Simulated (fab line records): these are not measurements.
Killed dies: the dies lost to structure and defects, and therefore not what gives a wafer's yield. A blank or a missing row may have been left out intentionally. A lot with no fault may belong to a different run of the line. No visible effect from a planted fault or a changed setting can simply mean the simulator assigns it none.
Chamber matching || flow n5Finfet || 3 sister chambers for N5_GATE_CUT_HM_DEP_46 on pecvd-01
The step deposits SiO2 from TEOS/O2, target thk 130 nm, time 26.6 s. 6 wafers are shown with their chamber, then 9 later ones without.

WAFERS WITH THEIR CHAMBER
{"wafer": "L086.1", "chamber": 0, "throttleValvePct (%)": 17.5, "heaterPowerOuterW (W)": 453}
{"wafer": "L088.2", "chamber": 0, "throttleValvePct (%)": 17.6, "heaterPowerOuterW (W)": 437}
{"wafer": "L088.3", "chamber": 2, "throttleValvePct (%)": 19.0, "heaterPowerOuterW (W)": 239}
{"wafer": "L090.1", "chamber": 1, "throttleValvePct (%)": 19.9, "heaterPowerOuterW (W)": 271}
{"wafer": "L090.5", "chamber": 2, "throttleValvePct (%)": 19.0, "heaterPowerOuterW (W)": 291}
{"wafer": "L090.6", "chamber": 1, "throttleValvePct (%)": 19.9, "heaterPowerOuterW (W)": 276}

WAFERS WITHOUT THEIR CHAMBER
{"wafer": "L093.3", "throttleValvePct (%)": 17.4, "heaterPowerOuterW (W)": 450}
{"wafer": "L093.4", "throttleValvePct (%)": 19.9, "heaterPowerOuterW (W)": 216}
{"wafer": "L093.5", "throttleValvePct (%)": 19.1, "heaterPowerOuterW (W)": 270}
{"wafer": "L094.4", "throttleValvePct (%)": 19.8, "heaterPowerOuterW (W)": 250}
{"wafer": "L094.5", "throttleValvePct (%)": 19.9, "heaterPowerOuterW (W)": 256}
{"wafer": "L094.6", "throttleValvePct (%)": 17.5, "heaterPowerOuterW (W)": 341}
{"wafer": "L095.1", "throttleValvePct (%)": 17.8, "heaterPowerOuterW (W)": 413}
{"wafer": "L095.5", "throttleValvePct (%)": 19.6, "heaterPowerOuterW (W)": 230}
{"wafer": "L095.6", "throttleValvePct (%)": 17.8, "heaterPowerOuterW (W)": 431}

WHICH CHAMBER EACH WENT THROUGH
{"wafer": "L093.3", "from the rows above": 0, "in truth": 0}
{"wafer": "L093.4", "from the rows above": 1, "in truth": 1}
{"wafer": "L093.5", "from the rows above": 2, "in truth": 2}
{"wafer": "L094.4", "from the rows above": 1, "in truth": 1}
{"wafer": "L094.5", "from the rows above": 1, "in truth": 1}
{"wafer": "L094.6", "from the rows above": 0, "in truth": 0}
{"wafer": "L095.1", "from the rows above": 0, "in truth": 0}
{"wafer": "L095.5", "from the rows above": 1, "in truth": 1}
{"wafer": "L095.6", "from the rows above": 0, "in truth": 0}
9 of 9 placed correctly. Can't be placed from these rows: 0. 0 placed wrongly.
How it was worked out, from the rows above alone: a wafer's distance from a chamber is the root of the sum, over the readings, of the square of ((its reading less the chamber's mean) divided by the reading's scatter). If the next closest chamber is less than 2 further off than the closest, the wafer can't be placed; otherwise it belongs to the closest. Each chamber's mean is taken over the wafers shown for it. How the scatter is found: for the shown wafers, subtract from each reading the mean of its chamber, square and add these, divide the total by (wafers less chambers), then take the root.
